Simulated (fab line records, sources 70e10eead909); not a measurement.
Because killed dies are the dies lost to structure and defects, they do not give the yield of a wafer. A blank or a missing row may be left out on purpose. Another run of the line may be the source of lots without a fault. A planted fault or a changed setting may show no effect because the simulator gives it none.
The same fault as seen by 2 desks + flow nand-harc + what lay behind the numbers comes last; until then each desk has only its own

## THE DEFECT DESK
What the inspections along the route counted, lot by lot: means of the sampled wafers that have a number. Any lot whose mean is over 4 standard deviations away from the usual mean is out of limits and marked OUT; that distance is given in the brackets.
Columns: A = raw-defect-count at NHARC_A_SGD_CUT_INSPECT_25, usual 402
| lot  | first seen here | A   |
|------|-----------------|-----|
| L513 | day 19 16:27    | 435 |
| L515 | day 20 06:52    | 356 |
| L517 | day 20 16:27    | 451 |
| L518 | day 21 10:04    | 309 |
| L519 | day 21 10:04    | 365 |
| L521 | day 23 06:22    | 473 |
| L523 | day 23 17:31    | 345 |
| L525 | day 24 02:03    | 287 |
| L527 | day 25 07:16    | 391 |
| L529 | day 26 18:06    | 464 |
| L528 | day 26 18:16    | 409 |
| L530 | day 27 05:34    | 460 |
| L531 | day 27 13:05    | 326 |
This desk found nothing out of limits on any of the 13 lots.

## DESK OF THE TOOL OWNER: ald-hk-02
The tool's own readings at NHARC_A_WL_FILL_ALD_10 (deposits SiO2, target thk 50 nm, pulse time 10 s, ald cycles 500): means of the sampled wafers that have a number, for each lot that ran on this tool. Any lot whose mean is over 4 standard deviations away from the usual mean is out of limits and marked OUT; that distance is given in the brackets.
Columns: A = heater-power-w at NHARC_A_WL_FILL_ALD_10, usual 478 W; B = precursor-pulse-height-rel at NHARC_A_WL_FILL_ALD_10, usual 1.000
| lot  | first seen here | A   | B     |
|------|-----------------|-----|-------|
| L519 | day 22 18:27    | 473 | 0.985 |
| L521 | day 24 08:19    | 477 | 1.005 |
| L523 | day 24 21:14    | 477 | 1.007 |
| L525 | day 25 05:29    | 507 | 1.018 |
| L528 | day 27 23:02    | 474 | 0.974 |
| L530 | day 28 11:25    | 518 | 1.011 |
| L531 | day 28 14:37    | 425 | 0.986 |
This desk found nothing out of limits on any of the 7 lots.

## BROUGHT TOGETHER
Nothing out of limits was seen by the defect desk.
The tool owner's desk saw nothing out of limits.

## WHAT THE SIMULATOR HAD INSERTED
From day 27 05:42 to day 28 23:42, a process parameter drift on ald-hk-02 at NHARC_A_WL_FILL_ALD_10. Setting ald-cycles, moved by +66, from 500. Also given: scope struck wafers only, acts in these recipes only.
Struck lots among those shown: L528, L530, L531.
